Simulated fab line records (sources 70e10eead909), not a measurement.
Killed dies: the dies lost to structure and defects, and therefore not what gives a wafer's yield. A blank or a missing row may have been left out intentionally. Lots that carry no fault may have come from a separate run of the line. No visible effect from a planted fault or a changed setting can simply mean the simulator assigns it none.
Matching of chambers    flow nand harc    NHARC_A_CONTACT_DEP_29 on pecvd-04 has 3 sister chambers
The step deposits SiON, target thk 70 nm. 6 wafers are shown with their chamber, then 8 later ones without.

EACH WAFER AND ITS CHAMBER
wafer   chamber  heater power w (W)  susceptor temp C (C)
L086.1  1        884                 400.31
L086.2  2        899                 400.12
L085.4  2        864                 400.17
L085.5  0        768                 399.74
L085.6  1        854                 399.98
L091.1  0        798                 400.03

WAFERS WITHOUT THEIR CHAMBER
wafer   heater power w (W)  susceptor temp C (C)
L091.3  908                 399.80
L091.5  901                 399.81
L089.1  913                 399.84
L089.3  853                 400.59
L089.6  865                 400.49
L096.2  778                 400.00
L096.3  821                 400.64
L096.4  800                 400.12

THE CHAMBER EACH PASSED THROUGH
wafer    from the rows above            in truth
L091.3   can't be placed: 2 or 1        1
L091.5   can't be placed: 2 or 1        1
L089.1   can't be placed: 2 or 1        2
L089.3   can't be placed: 1 or 2        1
L089.6   can't be placed: 1 or 2        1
L096.2   0                              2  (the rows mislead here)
L096.3   can't be placed: 1 or 2 or 0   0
L096.4   can't be placed: 0 or 1        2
0 of 8 placed correctly. These rows do not allow placing 7 (true chamber among the candidates in 6). Number placed wrongly: 1.
How it was worked out, from the rows above alone: a wafer's distance from a chamber is the root of the sum, over the readings, of the square of ((its reading less the chamber's mean) divided by the reading's scatter). If the next closest chamber is less than 2 further off than the closest, the wafer can't be placed; otherwise it belongs to the closest. Each chamber's mean is taken over the wafers shown for it. The scatter: take each reading less its chamber's mean, square it, sum over the shown wafers, divide by the number of wafers less the number of chambers, and take the root.
